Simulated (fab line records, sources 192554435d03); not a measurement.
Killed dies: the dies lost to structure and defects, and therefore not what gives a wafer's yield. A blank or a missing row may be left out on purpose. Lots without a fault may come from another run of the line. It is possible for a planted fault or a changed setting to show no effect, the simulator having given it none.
Matching of chambers | flow n5Finfet | N5_BEOL_M13_VIA_ETCH_16 on rieDiel-06 has 4 sister chambers
The step etches SiOC in C4F8/O2/Ar, target depth 921.7 nm. 4 wafers are shown with their chamber, then 7 later ones without.

EACH WAFER AND ITS CHAMBER
wafer  | chamber | throttleValvePct (%)
L468.2 | 3       | 24.37
L468.3 | 0       | 24.23
L477.4 | 1       | 23.89
L477.5 | 2       | 24.39

WAFERS MISSING THEIR CHAMBER
wafer  | throttleValvePct (%)
L477.6 | 24.38
L476.2 | 24.26
L476.3 | 24.40
L476.6 | 24.41
L475.2 | 24.39
L475.4 | 24.41
L475.5 | 23.88

EACH ONE'S CHAMBER
wafer  | from the rows above     | in truth
L477.6 | can't be placed: 3 or 2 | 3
L476.2 | 0                       | 0
L476.3 | can't be placed: 2 or 3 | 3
L476.6 | can't be placed: 2 or 3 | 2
L475.2 | can't be placed: 2 or 3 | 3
L475.4 | can't be placed: 2 or 3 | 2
L475.5 | 1                       | 1
Correct placement for 2 of the 7. Unplaceable from these rows: 5, with the true chamber sitting among the candidates in 5. Placed wrongly: 0.
How it was worked out, from the rows above alone: a wafer's distance from a chamber is the root of the sum, over the readings, of the square of ((its reading less the chamber's mean) divided by the reading's scatter). The wafer belongs to the nearest chamber; if the next one is less than 2 further off, it can't be placed. A chamber's mean is the mean of its shown wafers. The scatter: root of mean squared gap, hidden wafer to nearest shown wafer, with one shown wafer a chamber.
